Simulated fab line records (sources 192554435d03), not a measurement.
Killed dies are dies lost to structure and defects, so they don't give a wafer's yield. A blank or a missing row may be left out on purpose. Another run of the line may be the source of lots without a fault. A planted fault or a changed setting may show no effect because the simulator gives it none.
Matching of chambers | flow n5_finfet | N5_BEOL_M0_PRE_CLEAN_131 on cvd_co-01: 3 sister chambers
The step time 15 s. 17 wafers are shown with their chamber, then 8 later ones without.

== WAFERS WITH THEIR CHAMBER ==
wafer  | chamber | heater_power_w (W)
L220.1 | 2       | 83
L220.4 | 0       | 82
L220.6 | 2       | 83
L221.2 | 2       | 82
L221.3 | 2       | 84
L221.5 | 0       | 82
L226.3 | 0       | 83
L226.5 | 2       | 82
L226.6 | 1       | 77
L228.1 | 0       | 84
L228.3 | 2       | 84
L228.4 | 2       | 84
L229.3 | 2       | 85
L229.4 | 0       | 84
L229.6 | 2       | 84
L231.1 | 0       | 81
L231.2 | 1       | 79

SIGNATURES, as means of the wafers listed above
reading        | chamber 0 | chamber 1 | chamber 2 | scatter within a chamber
heater_power_w | 82.67     | 78.00     | 83.44     | 1.12
Rule: distance of a wafer from a chamber = root of the sum over the readings of ((wafer's reading minus chamber's mean) / reading's scatter) squared. The wafer belongs to the nearest chamber; if the next one is less than 2 further off, it can't be placed. How the scatter is found: for the shown wafers, subtract from each reading the mean of its chamber, square and add these, divide the total by (wafers less chambers), then take the root.

== WAFERS WITHOUT THEIR CHAMBER ==
wafer  | heater_power_w (W)
L231.4 | 84
L232.1 | 82
L232.3 | 86
L238.1 | 77
L238.5 | 84
L238.6 | 78
L242.1 | 85
L242.4 | 84

== THE CHAMBER EACH PASSED THROUGH ==
wafer  | from the rows above     | in truth
L231.4 | can't be placed: 2 or 0 | 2
L232.1 | can't be placed: 0 or 2 | 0
L232.3 | can't be placed: 2 or 0 | 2
L238.1 | 1                       | 1
L238.5 | can't be placed: 2 or 0 | 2
L238.6 | 1                       | 1
L242.1 | can't be placed: 2 or 0 | 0
L242.4 | can't be placed: 2 or 0 | 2
Placed correctly: 2 of 8. Unplaceable from these rows: 6, with the true chamber sitting among the candidates in 6. 0 placed wrongly.
